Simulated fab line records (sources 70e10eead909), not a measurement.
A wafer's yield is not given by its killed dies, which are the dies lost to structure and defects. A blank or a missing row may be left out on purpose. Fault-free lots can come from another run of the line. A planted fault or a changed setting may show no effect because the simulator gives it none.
Chamber matching :: flow nand harc :: pecvd-03 running NHARC_A_CONTACT_DEP_58: 3 sister chambers
The step deposits SiON, target thk 60 nm. 16 wafers are shown with their chamber, then 8 later ones without.

== EACH WAFER AND ITS CHAMBER ==
wafer: L074.1
chamber: 1
heater power w (W): 576
heater power outer w (W): 354

wafer: L074.3
chamber: 2
heater power w (W): 687
heater power outer w (W): 398

wafer: L074.6
chamber: 1
heater power w (W): 589
heater power outer w (W): 354

wafer: L076.1
chamber: 1
heater power w (W): 627
heater power outer w (W): 374

wafer: L076.4
chamber: 0
heater power w (W): 921
heater power outer w (W): 527

wafer: L076.5
chamber: 1
heater power w (W): 620
heater power outer w (W): 382

wafer: L080.2
chamber: 2
heater power w (W): 646
heater power outer w (W): 377

wafer: L080.4
chamber: 1
heater power w (W): 574
heater power outer w (W): 335

wafer: L080.6
chamber: 2
heater power w (W): 666
heater power outer w (W): 381

wafer: L084.3
chamber: 2
heater power w (W): 692
heater power outer w (W): 398

wafer: L084.5
chamber: 1
heater power w (W): 663
heater power outer w (W): 413

wafer: L084.6
chamber: 2
heater power w (W): 662
heater power outer w (W): 399

wafer: L083.1
chamber: 0
heater power w (W): 938
heater power outer w (W): 539

wafer: L083.3
chamber: 2
heater power w (W): 599
heater power outer w (W): 333

wafer: L083.6
chamber: 2
heater power w (W): 593
heater power outer w (W): 336

wafer: L087.1
chamber: 2
heater power w (W): 665
heater power outer w (W): 408

SIGNATURES (averages over the wafers above)
reading: heater power w
chamber 0: 929.50
chamber 1: 608.17
chamber 2: 651.25
scatter within a chamber: 34.9

reading: heater power outer w
chamber 0: 533.00
chamber 1: 368.67
chamber 2: 378.75
scatter within a chamber: 27.4
Rule: a wafer's distance from a chamber is the root of the sum, over the readings, of the square of ((its reading less the chamber's mean) divided by the reading's scatter). The wafer belongs to the nearest chamber; if the next one is less than 2 further off, it can't be placed. How the scatter is found: for the shown wafers, subtract from each reading the mean of its chamber, square and add these, divide the total by (wafers less chambers), then take the root.

== WAFERS WITH NO CHAMBER GIVEN ==
wafer: L087.2
heater power w (W): 624
heater power outer w (W): 381

wafer: L087.6
heater power w (W): 694
heater power outer w (W): 410

wafer: L086.1
heater power w (W): 671
heater power outer w (W): 407

wafer: L086.4
heater power w (W): 689
heater power outer w (W): 396

wafer: L086.6
heater power w (W): 910
heater power outer w (W): 544

wafer: L096.2
heater power w (W): 721
heater power outer w (W): 387

wafer: L096.4
heater power w (W): 673
heater power outer w (W): 408

wafer: L096.5
heater power w (W): 878
heater power outer w (W): 503

== EACH ONE'S CHAMBER ==
wafer: L087.2
from the rows above: can't be placed: 1 or 2
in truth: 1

wafer: L087.6
from the rows above: can't be placed: 2 or 1
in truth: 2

wafer: L086.1
from the rows above: can't be placed: 2 or 1
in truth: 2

wafer: L086.4
from the rows above: can't be placed: 2 or 1
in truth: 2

wafer: L086.6
from the rows above: 0
in truth: 0

wafer: L096.2
from the rows above: can't be placed: 2 or 1
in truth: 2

wafer: L096.4
from the rows above: can't be placed: 2 or 1
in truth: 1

wafer: L096.5
from the rows above: 0
in truth: 0
Correctly placed: 2 of 8. Can't be placed from these rows: 6 (the true chamber is among the candidates in 6). Number placed wrongly: 0.
